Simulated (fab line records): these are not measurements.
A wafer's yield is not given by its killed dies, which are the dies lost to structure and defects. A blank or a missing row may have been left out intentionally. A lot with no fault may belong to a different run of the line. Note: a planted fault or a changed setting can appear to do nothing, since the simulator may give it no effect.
Chamber matching ; flow n5Finfet ; N5_BEOL_M7_CURE_74 on uvCure-01 has 3 sister chambers
The step cures SiCOH lowk, time 240 s. 3 wafers are shown with their chamber, then 12 later ones without.

## EACH WAFER AND ITS CHAMBER
wafer;chamber;wafer_temp_C_max
L078.6;0;387.0
L089.5;1;386.1
L091.6;2;385.9

## WAFERS WITHOUT THEIR CHAMBER
wafer;wafer_temp_C_max
L091.2;386.1
L091.3;385.4
L091.4;385.7
L093.2;386.3
L093.4;385.9
L093.5;385.9
L097.4;388.6
L097.5;387.7
L097.6;387.9
L096.2;385.5
L096.4;385.2
L096.6;385.4

## CHAMBER TAKEN BY EACH
wafer;from the rows above;in truth
L091.2;can't be placed: 1 or 2 or 0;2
L091.3;can't be placed: 2 or 1 or 0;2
L091.4;can't be placed: 2 or 1 or 0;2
L093.2;can't be placed: 1 or 2 or 0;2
L093.4;can't be placed: 2 or 1 or 0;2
L093.5;can't be placed: 2 or 1 or 0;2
L097.4;can't be placed: 0 or 1 or 2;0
L097.5;can't be placed: 0 or 1 or 2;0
L097.6;can't be placed: 0 or 1 or 2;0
L096.2;can't be placed: 2 or 1 or 0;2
L096.4;can't be placed: 2 or 1 or 0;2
L096.6;can't be placed: 2 or 1 or 0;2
0 of 12 placed correctly. Not placeable from these rows: 12 (in 12, the candidates include the true chamber). 0 placed wrongly.
How it was worked out, from the rows above alone: a wafer's distance from a chamber is the root of the sum, over the readings, of the square of ((its reading less the chamber's mean) divided by the reading's scatter). If the next closest chamber is less than 2 further off than the closest, the wafer can't be placed; otherwise it belongs to the closest. For every chamber, the mean is computed from those of its wafers that are shown. The scatter: with one shown wafer a chamber, the root of the mean of the squares of how far each hidden wafer lies from its nearest shown one.
